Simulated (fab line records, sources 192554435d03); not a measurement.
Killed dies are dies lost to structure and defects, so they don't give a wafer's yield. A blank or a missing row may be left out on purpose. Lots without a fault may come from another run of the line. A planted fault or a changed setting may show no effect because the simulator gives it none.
fab line records | flow n5_finfet
record lots=24 wafers=72 last_day=17
route steps=1938 shown BEOL_M3@968
lots that met no fault: from a run of the same line without faults
start_h: hours from the record's first day to the start of the lot's first wafer shown | wait_h: hours since the lot's step before | " the same as in the row above | L1.1+2: a row that stands for several wafers | - no value, or no start given | * or withheld: withheld | < > ~ a bound
route shown NAME@n: a module of which the file shows steps, and the number in the route of the first | usual: mean/standard deviation of fault-free wafers | same: alike in all rows | chamber/n: place in a boat | sites: the reading at each site | _std_site: their standard deviation | _edge_site: outer sites' mean less inner sites' | radius_mm: how far each site lies from the wafer's centre | mask NAME#n: copy n | behind: the tool/chamber that last shaped the wafer | hold: why the lot was held/for how many hours/how that ended | device: the transistor (n, p or np) that didn't switch | end of line: the same wafers' tests at the end of the route | a step without rows: its recipe alone | killed: dies lost to structure and defects at the first sort, not the wafer's yield | map: a wafer's dies, x killed, . not, _ none there
set.NAME: the setting as run; set.NAME@STEP: as run at that earlier step | model.NAME: the simulator's own value behind a step, which no gauge read
steps of the route over a sample of lots; a table a step, a row a wafer
services: from which hour (start_h, from the record's first day; less than 0 if before it) a tool's chamber was out of use, for how many hours, and why
## steps
# step N5_BEOL_M3_INSPECT_30
# recipe mode=adi inspect_instrument=brightfield
# usual raw_defect_count=397/79
# columns lot.wafer tool chamber start_h wait_h raw_defect_count
L074.1 defect_inspect-01 - 148.80 0.1 420
L074.4 " - " " 280
L074.5 " - " " 325
L075.1 defect_inspect-01 - 156.52 0.1 384
L075.4 " - " " 351
L075.6 " - " " 434
L076.1 defect_inspect-02 - 164.76 0.1 325
L076.5 " - " " 358
L076.6 " - " " 310
L078.1 defect_inspect-02 - 164.83 0.1 466
L078.3 " - " " 280
L078.6 " - " " 318
L077.2 defect_inspect-01 - 165.02 0.0 608
L077.5 " - " " 491
L077.6 " - " " 579
L079.1 defect_inspect-01 - 177.29 0.1 449
L079.2 " - " " 461
L079.4 " - " " 342
L080.3 defect_inspect-02 - 180.86 0.0 512
L080.4 " - " " 362
L080.5 " - " " 418
L081.2 defect_inspect-01 - 187.37 0.0 439
L081.5 " - " " 500
L081.6 " - " " 423
L082.2 defect_inspect-01 - 195.86 0.0 489
L082.3 " - " " 338
L082.6 " - " " 336
L083.1 defect_inspect-01 - 201.89 0.1 405
L083.2 " - " " 357
L083.3 " - " " 350
L084.1 defect_inspect-01 - 208.31 0.1 410
L084.5 " - " " 353
L084.6 " - " " 337
L085.3 defect_inspect-01 - 211.86 0.0 285
L085.5 " - " " 447
L085.6 " - " " 448
L086.1 defect_inspect-01 - 215.07 0.1 449
L086.2 " - " " 421
L086.6 " - " " 415
L087.1 defect_inspect-02 - 219.66 0.1 420
L087.3 " - " " 370
L087.4 " - " " 386
L088.2 defect_inspect-01 - 223.69 0.0 319
L088.3 " - " " 283
L088.5 " - " " 294
L089.2 defect_inspect-02 - 243.17 0.0 383
L089.4 " - " " 432
L089.6 " - " " 344
L090.2 defect_inspect-02 - 244.70 0.0 297
L090.3 " - " " 426
L090.5 " - " " 283
L092.1 defect_inspect-01 - 258.67 0.1 277
L092.2 " - " " 475
L092.5 " - " " 407
L091.2 defect_inspect-02 - 264.40 0.0 429
L091.4 " - " " 399
L091.6 " - " " 445
L093.1 defect_inspect-02 - 270.65 0.1 337
L093.3 " - " " 352
L093.5 " - " " 337
L094.1 defect_inspect-01 - 271.01 0.1 446
L094.3 " - " " 550
L094.5 " - " " 504
L095.2 defect_inspect-01 - 278.32 0.0 369
L095.3 " - " " 368
L095.4 " - " " 409
L097.1 defect_inspect-01 - 278.91 0.1 314
L097.2 " - " " 306
L097.4 " - " " 327
L096.2 defect_inspect-01 - 278.97 0.0 414
L096.4 " - " " 480
L096.6 " - " " 501
# step N5_BEOL_M3_ETCHBACK_99
# recipe chemistry=CHF3 target=SiO2 target_depth_a=50 time_s=10.4 source_w=215 bias_w=47 Ar_flow_sccm=200 CHF3_flow_sccm=12 ion_energy_ev=100 pressure_mtorr=30
# usual drypump_motor_current_A=5.7/0.45 mfc_ar_sccm=199.9/0.61 oes_product_au=0.76/0.079 rf_vpp_V=240.5/2.7 showerhead_plenum_p_Torr=2.19/0.08 throttle_valve_pct=17.17/0.2
# columns lot.wafer tool chamber start_h wait_h drypump_motor_current_A mfc_ar_sccm oes_product_au rf_hours_counter_h rf_vpp_V showerhead_plenum_p_Torr throttle_valve_pct
L074.1 rie_diel-05 3 150.26 0.1 6.6 200.6 0.75 164 240.5 2.23 17.47
L074.4 " 0 " " 5.5 200.3 0.76 162 240.0 2.24 17.12
L074.5 " 3 " " 6.6 200.9 0.75 - 239.8 2.23 17.47
L075.1 rie_diel-06 1 158.16 1.4 5.4 199.1 0.71 196 238.0 2.13 17.25
L075.4 " 2 " " 5.9 200.9 0.69 234 243.4 2.21 17.24
L075.6 " 2 " " 5.9 201.0 0.69 - 244.1 2.21 17.25
L076.1 rie_diel-02 0 166.18 1.2 6.2 201.1 0.73 175 236.6 2.05 17.22
L076.5 " 2 " " 5.3 200.8 0.76 - 239.4 2.24 17.17
L076.6 " 1 " " 5.5 200.3 0.74 - 244.7 2.23 16.97
L078.1 rie_diel-05 3 166.45 1.4 6.6 199.7 0.75 169 239.3 2.23 17.47
L078.3 " 0 " " 5.5 200.1 0.75 166 240.8 2.24 17.15
L078.6 " 2 " " 6.1 199.2 0.71 - 240.5 2.21 17.10
L077.2 rie_diel-06 3 166.67 1.4 5.6 200.5 0.71 213 237.6 2.23 17.45
L077.5 " 0 " " 5.0 200.1 0.91 - 243.3 2.20 17.04
L077.6 " 1 " " 5.4 200.8 0.71 - 240.4 2.13 17.24
L079.1 rie_diel-02 3 177.60 0.1 6.2 201.1 0.98 1 241.6 2.30 16.72
L079.2 " 0 " " 6.2 199.0 0.72 179 236.6 2.05 17.22
L079.4 " 2 " " 5.3 201.0 0.76 137 240.2 2.24 17.18
L080.3 rie_diel-02 0 185.00 3.6 6.2 199.9 0.72 181 235.7 2.05 17.22
L080.4 " 2 " " 5.3 200.3 0.75 139 238.4 2.24 17.19
L080.5 " 1 " " 5.5 200.1 0.74 - 242.4 2.23 16.99
L081.2 rie_diel-06 1 197.40 9.5 5.4 198.3 0.71 208 240.1 2.13 17.26
L081.5 " 0 " " 5.0 200.0 0.89 - 243.3 2.19 17.08
L081.6 " 1 " " 5.4 198.6 0.70 - 239.3 2.13 17.27
L082.2 rie_diel-02 3 198.01 1.8 6.2 198.7 0.95 8 243.5 2.30 16.75
L082.3 " 2 " " 5.3 200.7 0.75 144 239.0 2.24 17.20
L082.6 " 1 " " 5.5 199.5 0.74 - 243.9 2.23 16.98
L083.1 rie_diel-06 2 202.39 0.1 5.9 200.1 0.68 247 243.7 2.20 17.28
L083.2 " 3 " " 5.7 199.8 0.70 224 237.2 2.22 17.45
L083.3 " 1 " " 5.4 200.5 0.70 210 240.7 2.13 17.26
L084.1 rie_diel-02 3 213.52 5.0 6.2 199.8 0.92 12 241.9 2.30 16.75
L084.5 " 3 " " 6.2 200.1 0.93 - 242.6 2.30 16.76
L084.6 " 2 " " 5.3 200.2 0.74 - 240.8 2.24 17.20
L086.1 rie_diel-02 2 216.75 1.3 5.3 200.2 0.75 150 239.5 2.24 17.22
L086.2 " 0 " " 6.2 199.4 0.72 190 236.6 2.05 17.25
L086.6 " 2 " " 5.3 200.1 0.74 - 240.2 2.24 17.20
L085.3 rie_diel-05 1 217.22 5.0 6.2 200.6 0.77 130 241.4 1.99 17.28
L085.5 " 0 " " 5.5 200.7 0.75 - 239.2 2.23 17.16
L085.6 " 3 " " 6.5 200.0 0.74 - 238.1 2.22 17.50
L087.1 rie_diel-02 3 225.33 5.5 6.2 199.4 0.92 16 242.4 2.29 16.74
L087.3 " 2 " " 5.3 199.8 0.74 151 240.5 2.24 17.19
L087.4 " 0 " " 6.2 199.1 0.71 194 236.0 2.04 17.25
L088.2 rie_diel-06 1 225.82 1.6 5.4 200.2 0.69 220 239.8 2.13 17.28
L088.3 " 0 " " 4.9 200.4 0.86 57 242.5 2.19 17.10
L088.5 " 0 " " 4.9 199.7 0.86 - 241.9 2.19 17.10
L089.2 rie_diel-02 3 257.16 12.4 6.2 199.9 0.90 24 243.6 2.29 16.76
L089.4 " 0 " " 6.2 199.8 0.70 202 236.0 2.04 17.27
L089.6 " 2 " " 5.3 201.0 0.74 - 239.3 2.23 17.22
L090.2 rie_diel-06 0 257.16 12.0 4.9 200.9 0.85 66 241.3 2.19 17.11
L090.3 " 3 " " 5.7 200.3 0.69 242 237.1 2.21 17.51
L090.5 " 2 " " 5.8 200.1 0.99 - 244.2 2.20 16.87
L092.1 rie_diel-05 1 260.29 1.3 6.2 200.5 0.76 142 239.0 1.99 17.32
L092.2 " 2 " " 6.1 199.4 0.69 240 240.5 2.20 17.17
L092.5 " 0 " " 5.5 199.7 0.73 - 238.4 2.23 17.19
L091.2 rie_diel-02 3 265.40 0.3 6.2 199.6 0.90 27 244.4 2.29 16.77
L091.4 " 2 " " 5.3 199.6 0.74 162 240.5 2.23 17.22
L091.6 " 1 " " 5.5 200.7 0.73 - 244.2 2.22 17.04
L093.1 rie_diel-05 1 271.19 0.3 6.2 200.5 0.76 146 239.1 1.99 17.32
L093.3 " 3 " " 6.5 199.9 0.72 202 239.3 2.22 17.53
L093.5 " 2 " " 6.1 200.1 0.69 - 241.8 2.20 17.18
L094.1 rie_diel-06 2 282.59 9.4 5.9 199.9 0.95 13 244.2 2.20 16.89
L094.3 " 3 " " 5.7 200.4 0.68 250 236.9 2.21 17.52
L094.5 " 1 " " 5.4 201.0 0.68 - 240.4 2.12 17.31
L097.1 rie_diel-02 0 286.02 6.7 6.2 199.6 0.71 212 235.4 2.04 17.28
L097.2 " 2 " " 5.3 200.1 0.73 169 238.5 2.23 17.24
L097.4 " 3 " " 6.2 199.5 0.88 33 241.7 2.29 16.78
L096.2 rie_diel-02 1 286.87 7.4 5.5 199.3 0.72 222 243.2 2.22 17.03
L096.4 " 0 " " 6.2 199.3 0.70 212 235.9 2.04 17.28
L096.6 " 2 " " 5.3 200.1 0.72 - 239.8 2.23 17.23
L095.2 rie_diel-05 2 287.11 7.9 6.1 200.0 0.68 249 242.5 2.20 17.19
L095.3 " 0 " " 5.5 200.4 0.72 202 237.3 2.22 17.20
L095.4 " 3 " " 6.5 200.0 0.72 206 240.5 2.22 17.54
# step N5_BEOL_M3_ETCH_70
# recipe chemistry=N2/H2 target=SOC target_depth_a=800 overetch_a=160 mask_material=SiARC temp_c=40 time_s=120 ion_energy_ev=200 pressure_mtorr=30 source_w=840 bias_w=150 n2_flow_sccm=200 h2_flow_sccm=200
# usual drypump_motor_current_A=5.7/0.46 oes_product_au=0.58/0.058 rf_vpp_V=525.0/2.8 showerhead_plenum_p_Torr=2.58/0.096 throttle_valve_pct=17.95/0.2
# columns lot.wafer tool chamber start_h wait_h drypump_motor_current_A oes_product_au rf_hours_counter_h rf_vpp_V showerhead_plenum_p_Torr throttle_valve_pct
L074.1 rie_diel-05 3 150.30 0.0 6.6 0.58 164 527.2 2.63 18.27
L074.4 " 0 " " 5.6 0.58 162 526.8 2.65 17.87
L074.5 " 3 " " 6.6 0.58 - 527.6 2.63 18.25
L075.1 rie_diel-06 1 158.20 0.0 5.4 0.55 196 523.6 2.51 17.93
L075.4 " 2 " " 5.9 0.54 234 527.3 2.62 18.08
L075.6 " 2 " " 5.9 0.54 - 525.3 2.62 18.09
L076.1 rie_diel-02 0 166.22 0.0 6.2 0.56 175 522.2 2.42 17.98
L076.5 " 2 " " 5.3 0.58 - 526.2 2.65 17.90
L076.6 " 1 " " 5.5 0.57 - 526.5 2.64 17.85
L078.1 rie_diel-05 3 166.49 0.0 6.6 0.58 169 527.5 2.63 18.25
L078.3 " 0 " " 5.5 0.58 166 524.8 2.65 17.87
L078.6 " 2 " " 6.1 0.55 - 527.1 2.63 17.91
L077.2 rie_diel-06 3 166.70 0.0 5.7 0.54 213 526.1 2.63 18.26
L077.5 " 0 " " 5.0 0.69 - 526.9 2.60 17.99
L077.6 " 1 " " 5.4 0.55 - 522.3 2.51 17.93
L079.1 rie_diel-02 3 177.64 0.0 6.3 0.75 1 529.1 2.71 17.44
L079.2 " 0 " " 6.2 0.56 179 519.9 2.42 17.99
L079.4 " 2 " " 5.3 0.58 137 527.1 2.65 17.92
L080.3 rie_diel-02 0 185.03 0.0 6.2 0.55 181 521.2 2.42 17.96
L080.4 " 2 " " 5.3 0.58 139 527.1 2.65 17.91
L080.5 " 1 " " 5.5 0.57 - 526.5 2.64 17.87
L081.2 rie_diel-06 1 197.44 0.0 5.4 0.54 208 522.9 2.51 17.95
L081.5 " 0 " " 5.0 0.68 - 523.9 2.59 18.00
L081.6 " 1 " " 5.4 0.55 - 522.8 2.51 17.94
L082.2 rie_diel-02 3 198.05 0.0 6.3 0.71 8 528.2 2.70 17.45
L082.3 " 2 " " 5.3 0.57 144 528.0 2.65 17.92
L082.6 " 1 " " 5.4 0.57 - 524.1 2.63 17.86
L083.1 rie_diel-06 2 202.43 0.0 5.9 0.52 247 526.1 2.61 18.10
L083.2 " 3 " " 5.7 0.54 224 527.1 2.62 18.28
L083.3 " 1 " " 5.4 0.54 210 522.4 2.51 17.96
L084.1 rie_diel-02 3 213.56 0.0 6.2 0.70 12 528.2 2.70 17.47
L084.5 " 3 " " 6.3 0.70 - 527.8 2.70 17.47
L084.6 " 2 " " 5.3 0.58 - 526.8 2.65 17.93
L086.1 rie_diel-02 2 216.79 0.0 5.3 0.58 150 526.7 2.65 17.94
L086.2 " 0 " " 6.2 0.55 190 519.2 2.42 17.99
L086.6 " 2 " " 5.3 0.57 - 526.6 2.65 17.93
L085.3 rie_diel-05 1 217.26 0.0 6.2 0.60 130 518.4 2.35 18.05
L085.5 " 0 " " 5.5 0.57 - 526.3 2.64 17.89
L085.6 " 3 " " 6.5 0.57 - 525.3 2.62 18.30
L087.1 rie_diel-02 3 225.37 0.0 6.3 0.70 16 528.2 2.70 17.46
L087.3 " 2 " " 5.3 0.57 151 525.6 2.64 17.93
L087.4 " 0 " " 6.2 0.54 194 521.1 2.42 18.01
L088.2 rie_diel-06 1 225.86 0.0 5.4 0.54 220 523.9 2.50 17.94
L088.3 " 0 " " 5.0 0.67 57 525.5 2.59 18.02
L088.5 " 0 " " 4.9 0.66 - 526.3 2.59 18.01
L089.2 rie_diel-02 3 257.20 0.0 6.3 0.69 24 528.6 2.70 17.47
L089.4 " 0 " " 6.2 0.54 202 521.4 2.41 18.01
L089.6 " 2 " " 5.3 0.56 - 526.6 2.64 17.95
L090.2 rie_diel-06 0 257.20 0.0 4.9 0.66 66 524.5 2.58 18.02
L090.3 " 3 " " 5.6 0.54 242 526.7 2.61 18.32
L090.5 " 2 " " 5.9 0.74 - 526.4 2.61 17.71
L092.1 rie_diel-05 1 260.33 0.0 6.2 0.59 142 518.7 2.34 18.04
L092.2 " 2 " " 6.1 0.54 240 527.4 2.61 17.96
L092.5 " 0 " " 5.5 0.57 - 526.3 2.64 17.91
L091.2 rie_diel-02 3 265.44 0.0 6.3 0.68 27 526.9 2.69 17.47
L091.4 " 2 " " 5.3 0.57 162 527.5 2.64 17.96
L091.6 " 1 " " 5.5 0.56 - 525.1 2.63 17.88
L093.1 rie_diel-05 1 271.22 0.0 6.2 0.58 146 518.3 2.34 18.05
L093.3 " 3 " " 6.5 0.56 202 524.9 2.62 18.31
L093.5 " 2 " " 6.1 0.54 - 525.2 2.61 17.95
L094.1 rie_diel-06 2 282.62 0.0 5.9 0.72 13 525.1 2.61 17.72
L094.3 " 3 " " 5.6 0.53 250 525.2 2.61 18.32
L094.5 " 1 " " 5.4 0.53 - 521.9 2.50 17.99
L097.1 rie_diel-02 0 286.06 0.0 6.2 0.54 212 519.7 2.41 18.03
L097.2 " 2 " " 5.3 0.56 169 526.7 2.64 17.97
L097.4 " 3 " " 6.3 0.67 33 528.0 2.69 17.51
L096.2 rie_diel-02 1 286.91 0.0 5.5 0.55 222 525.8 2.62 17.89
L096.4 " 0 " " 6.2 0.54 212 519.9 2.41 18.04
L096.6 " 2 " " 5.3 0.57 - 526.2 2.64 17.99
L095.2 rie_diel-05 2 287.15 0.0 6.1 0.53 249 526.7 2.61 17.96
L095.3 " 0 " " 5.5 0.55 202 527.3 2.64 17.94
L095.4 " 3 " " 6.6 0.56 206 527.0 2.61 18.32
# step N5_BEOL_M3_OCD_MEAS_38
# usual trench_depth_nm=55.1/0.75
# columns lot.wafer tool chamber start_h wait_h trench_depth_nm
L074.1 ocd-02 - 150.65 - 54.2
L074.4 " - " " 54.9
L074.5 " - " " 54.1
L075.1 ocd-02 - 158.56 - 54.3
L075.4 " - " " 53.9
L075.6 " - " " 55.2
L076.1 ocd-02 - 166.57 - 55.1
L076.5 " - " " 54.6
L076.6 " - " " 55.3
L078.1 ocd-01 - 166.84 - 54.0
L078.3 " - " " 54.4
L078.6 " - " " 54.6
L077.2 ocd-02 - 167.06 - 54.5
L077.5 " - " " 55.2
L077.6 " - " " 54.1
L079.1 ocd-01 - 177.99 - 56.4
L079.2 " - " " 55.6
L079.4 " - " " 54.5
L080.3 ocd-02 - 185.39 - 54.7
L080.4 " - " " 55.0
L080.5 " - " " 54.9
L081.2 ocd-01 - 197.79 - 55.2
L081.5 " - " " 55.4
L081.6 " - " " 55.2
L082.2 ocd-02 - 198.40 - 56.3
L082.3 " - " " 53.9
L082.6 " - " " 54.6
L083.1 ocd-01 - 202.78 - 55.4
L083.2 " - " " 55.6
L083.3 " - " " 55.4
L084.1 ocd-02 - 213.91 - 56.1
L084.5 " - " " 54.8
L084.6 " - " " 53.9
L086.1 ocd-01 - 217.14 - 54.0
L086.2 " - " " 54.9
L086.6 " - " " 55.0
L085.3 ocd-02 - 217.61 - 55.8
L085.5 " - " " 55.1
L085.6 " - " " 54.3
L087.1 ocd-02 - 225.73 - 55.5
L087.3 " - " " 54.0
L087.4 " - " " 55.1
L088.2 ocd-01 - 226.22 - 54.0
L088.3 " - " " 55.2
L088.5 " - " " 55.7
L089.2 ocd-01 - 257.55 - 56.6
L089.4 " - " " 56.0
L089.6 " - " " 55.3
L090.2 ocd-02 - 257.55 - 55.4
L090.3 " - " " 55.5
L090.5 " - " " 57.1
L092.1 ocd-02 - 260.68 - 55.6
L092.2 " - " " 54.4
L092.5 " - " " 54.9
L091.2 ocd-02 - 265.79 - 55.5
L091.4 " - " " 54.4
L091.6 " - " " 55.8
L093.1 ocd-02 - 271.58 - 56.0
L093.3 " - " " 55.4
L093.5 " - " " 55.3
L094.1 ocd-01 - 282.98 - 56.7
L094.3 " - " " 54.6
L094.5 " - " " 53.5
L097.1 ocd-01 - 286.41 - 55.2
L097.2 " - " " 54.4
L097.4 " - " " 55.8
L096.2 ocd-02 - 287.27 - 55.3
L096.4 " - " " 55.2
L096.6 " - " " 54.1
L095.2 ocd-02 - 287.50 - 54.8
L095.3 " - " " 55.0
L095.4 " - " " 53.8
# step N5_BEOL_M3_SURFACE_TREAT_85
# recipe gas=Ar time_s=* ion_energy_ev=* ion_current_ma_cm2=0.5 pressure_mtorr=* ar_flow_sccm=30
# usual throttle_valve_pct=*
# columns lot.wafer tool chamber start_h wait_h throttle_valve_pct
L074.1 pvd_sputter-03 - 151.26 0.2 *
L074.4 " - " " *
L074.5 " - " " *
L075.1 pvd_sputter-01 - 159.40 0.4 *
L075.4 " - " " *
L075.6 " - " " *
L076.1 pvd_sputter-03 - 167.52 0.3 *
L076.5 " - " " *
L076.6 " - " " *
L078.1 pvd_sputter-03 - 167.56 0.2 *
L078.3 " - " " *
L078.6 " - " " *
L077.2 pvd_sputter-02 - 169.52 1.7 *
L077.5 " - " " *
L077.6 " - " " *
L079.1 pvd_sputter-02 - 179.01 0.1 *
L079.2 " - " " *
L079.4 " - " " *
L080.3 pvd_sputter-02 - 186.49 0.3 *
L080.4 " - " " *
L080.5 " - " " *
L081.2 pvd_sputter-02 - 198.44 0.2 *
L081.5 " - " " *
L081.6 " - " " *
L082.2 pvd_sputter-01 - 199.41 0.3 *
L082.3 " - " " *
L082.6 " - " " *
L083.1 pvd_sputter-02 - 203.30 0.1 *
L083.2 " - " " *
L083.3 " - " " *
L084.1 pvd_sputter-01 - 215.73 0.6 *
L084.5 " - " " *
L084.6 " - " " *
L086.1 pvd_sputter-02 - 218.08 0.2 *
L086.2 " - " " *
L086.6 " - " " *
L085.3 pvd_sputter-02 - 218.33 0.2 *
L085.5 " - " " *
L085.6 " - " " *
L087.1 pvd_sputter-01 - 226.66 0.2 *
L087.3 " - " " *
L087.4 " - " " *
L088.2 pvd_sputter-01 - 227.30 0.2 *
L088.3 " - " " *
L088.5 " - " " *
L089.2 pvd_sputter-01 - 258.48 0.2 *
L089.4 " - " " *
L089.6 " - " " *
L090.2 pvd_sputter-03 - 258.52 0.2 *
L090.3 " - " " *
L090.5 " - " " *
L092.1 pvd_sputter-02 - 261.74 0.2 *
L092.2 " - " " *
L092.5 " - " " *
L091.2 pvd_sputter-01 - 266.70 0.3 *
L091.4 " - " " *
L091.6 " - " " *
L093.1 pvd_sputter-01 - 273.12 0.2 *
L093.3 " - " " *
L093.5 " - " " *
L094.1 pvd_sputter-03 - 283.72 0.2 *
L094.3 " - " " *
L094.5 " - " " *
L097.1 pvd_sputter-03 - 287.96 0.4 *
L097.2 " - " " *
L097.4 " - " " *
L096.2 pvd_sputter-02 - 288.39 0.3 *
L096.4 " - " " *
L096.6 " - " " *
L095.2 pvd_sputter-03 - 290.18 1.8 *
L095.3 " - " " *
L095.4 " - " " *
# step N5_BEOL_M3_ANNEAL_80
# recipe temp_c=400 time_s=240 ambient=vacuum
# usual heater_power_w=845/95
# columns lot.wafer tool chamber start_h wait_h heater_power_w
L074.1 pvd_sputter-01 - 151.87 0.0 959
L074.4 " - " " 721
L074.5 " - " " 740
L075.1 pvd_sputter-01 - 161.66 0.0 745
L075.4 " - " " 703
L075.6 " - " " 981
L076.1 pvd_sputter-03 - 168.08 0.0 856
L076.5 " - " " 883
L076.6 " - " " 856
L078.1 pvd_sputter-01 - 168.32 0.0 726
L078.3 " - " " 856
L078.6 " - " " 964
L077.2 pvd_sputter-02 - 170.10 0.0 791
L077.5 " - " " 985
L077.6 " - " " 893
L079.1 pvd_sputter-02 - 179.53 0.0 795
L079.2 " - " " 1019
L079.4 " - " " 813
L080.3 pvd_sputter-03 - 187.01 0.0 739
L080.4 " - " " 899
L080.5 " - " " 860
L081.2 pvd_sputter-03 - 198.99 0.0 898
L081.5 " - " " 917
L081.6 " - " " 748
L082.2 pvd_sputter-01 - 200.33 0.0 711
L082.3 " - " " 859
L082.6 " - " " 710
L083.1 pvd_sputter-02 - 203.98 0.0 912
L083.2 " - " " 1026
L083.3 " - " " 788
L084.1 pvd_sputter-01 - 216.39 0.0 938
L084.5 " - " " 712
L084.6 " - " " 960
L086.1 pvd_sputter-01 - 218.63 0.0 959
L086.2 " - " " 714
L086.6 " - " " 980
L085.3 pvd_sputter-03 - 218.95 0.0 901
L085.5 " - " " 877
L085.6 " - " " 743
L087.1 pvd_sputter-02 - 227.42 0.0 826
L087.3 " - " " 923
L087.4 " - " " 1004
L088.2 pvd_sputter-02 - 229.26 0.0 789
L088.3 " - " " 1008
L088.5 " - " " 785
L089.2 pvd_sputter-03 - 259.00 0.0 912
L089.4 " - " " 746
L089.6 " - " " 733
L090.2 pvd_sputter-01 - 259.20 0.0 715
L090.3 " - " " 876
L090.5 " - " " 730
L092.1 pvd_sputter-02 - 262.28 0.0 837
L092.2 " - " " 804
L092.5 " - " " 898
L091.2 pvd_sputter-01 - 267.24 0.0 718
L091.4 " - " " 973
L091.6 " - " " 712
L093.1 pvd_sputter-01 - 273.66 0.0 976
L093.3 " - " " 753
L093.5 " - " " 865
L094.1 pvd_sputter-01 - 284.29 0.0 729
L094.3 " - " " 958
L094.5 " - " " 988
L097.1 pvd_sputter-02 - 288.73 0.0 806
L097.2 " - " " 915
L097.4 " - " " 832
L096.2 pvd_sputter-03 - 290.52 0.0 849
L096.4 " - " " 882
L096.6 " - " " 887
L095.2 pvd_sputter-01 - 290.77 0.0 853
L095.3 " - " " 955
L095.4 " - " " 724
## services
# columns tool chamber start_h hours kind
pvd_sputter-01 - 130.76 1.0 repair
rie_diel-02 - 146.70 2.8 pm
rie_diel-02 3 157.07 - clean
rie_diel-02 3 157.07 - consumable_replace:focus_ring
rie_diel-02 3 157.07 - consumable_replace:showerhead
rie_diel-02 3 157.07 15.7 scheduled_down
rie_diel-02 3 157.07 15.7 vent_cycle
rie_diel-02 0 180.05 2.6 repair
rie_diel-06 2 212.43 - clean
rie_diel-06 2 212.43 - consumable_replace:focus_ring
rie_diel-06 2 212.43 23.1 scheduled_down
rie_diel-06 2 212.43 23.1 vent_cycle
rie_diel-02 3 265.75 4.8 repair
rie_diel-06 3 283.42 - clean
rie_diel-06 3 283.42 - consumable_replace:focus_ring
rie_diel-06 3 283.42 15.8 scheduled_down
rie_diel-06 3 283.42 15.8 vent_cycle
## key
fault none
